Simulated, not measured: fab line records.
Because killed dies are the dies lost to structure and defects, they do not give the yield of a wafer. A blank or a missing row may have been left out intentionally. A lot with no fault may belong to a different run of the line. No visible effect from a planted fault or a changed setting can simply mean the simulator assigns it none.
Chamber matching    flow nand harc    4 sister chambers for NHARC_P_BONDPAD_ACTIVATE_29 on rie diel-06
The step chemistry N2, time 60 s. 33 wafers are shown with their chamber, then 12 later ones without.

== WAFERS PAIRED WITH THEIR CHAMBERS ==
wafer   chamber  drypump motor current A (A)  oes product au (a.u.)  rf vpp V (V)
L076.2  1        5.9                          1.015                  64.1
L076.3  2        5.8                          1.032                  63.3
L076.6  1        5.9                          1.000                  64.3
L077.1  1        5.9                          0.992                  63.1
L077.2  0        4.8                          1.000                  64.9
L077.3  2        5.8                          1.019                  63.4
L080.1  2        5.8                          1.009                  64.0
L080.4  0        4.8                          0.998                  65.2
L080.5  2        5.8                          1.015                  64.0
L079.3  3        5.9                          0.994                  63.1
L079.4  1        5.9                          1.007                  63.3
L079.6  3        5.9                          0.993                  63.0
L082.2  1        5.9                          1.002                  64.8
L082.5  3        5.9                          0.992                  64.8
L082.6  2        5.8                          1.034                  64.4
L081.1  2        5.8                          1.033                  63.9
L081.2  3        5.9                          0.992                  64.4
L081.4  1        5.9                          1.011                  62.3
L087.1  3        5.9                          1.000                  63.5
L087.5  1        5.9                          1.007                  65.4
L087.6  2        5.8                          1.015                  64.5
L086.2  3        5.9                          0.998                  63.3
L086.3  1        5.9                          1.005                  64.1
L086.5  1        6.0                          1.005                  64.7
L089.1  2        5.8                          1.024                  65.3
L089.3  3        5.9                          1.011                  64.9
L089.4  0        4.8                          0.996                  66.4
L088.1  2        5.8                          1.027                  64.4
L088.2  3        5.9                          0.992                  63.9
L088.4  0        4.8                          0.997                  64.8
L090.4  0        4.8                          0.992                  63.9
L090.5  1        5.9                          1.003                  63.7
L090.6  0        4.8                          0.997                  63.3

SIGNATURES (means of the wafers above)
reading                  chamber 0  chamber 1  chamber 2  chamber 3  scatter within a chamber
drypump motor current A  4.800      5.910      5.800      5.900      0.0176
oes product au           0.99667    1.00470    1.02311    0.99650    0.00682
rf vpp V                 64.750     63.980     64.133     63.862     0.835
Rule: distance of a wafer from a chamber = root of the sum over the readings of ((wafer's reading minus chamber's mean) / reading's scatter) squared. The wafer belongs to the nearest chamber; if the next one is less than 2 further off, it can't be placed. The scatter: the root of (the sum of the squares of (reading less its chamber's mean) over the shown wafers, divided by (wafers less chambers)).

== WAFERS WITHOUT THEIR CHAMBER ==
wafer   drypump motor current A (A)  oes product au (a.u.)  rf vpp V (V)
L091.2  5.9                          1.003                  65.1
L091.4  5.9                          1.007                  63.4
L091.5  5.9                          1.013                  63.9
L096.1  4.8                          1.005                  64.2
L096.4  5.9                          1.007                  63.4
L096.6  5.8                          0.999                  63.1
L095.3  4.8                          1.006                  62.2
L095.4  5.9                          0.996                  63.7
L095.6  5.8                          1.006                  63.4
L097.1  5.8                          1.000                  64.6
L097.4  5.9                          0.999                  61.8
L097.5  6.0                          1.009                  64.1

== WHICH CHAMBER EACH WENT THROUGH ==
wafer   from the rows above      in truth
L091.2  can't be placed: 1 or 3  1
L091.4  can't be placed: 1 or 3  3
L091.5  can't be placed: 1 or 3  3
L096.1  0                        0
L096.4  can't be placed: 1 or 3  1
L096.6  2                        2
L095.3  0                        0
L095.4  can't be placed: 3 or 1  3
L095.6  2                        2
L097.1  2                        2
L097.4  can't be placed: 3 or 1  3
L097.5  can't be placed: 1 or 3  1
Correctly placed: 5 of 12. From these rows, 7 cannot be placed; in 7 the true chamber is one of the candidates. Number placed wrongly: 0.
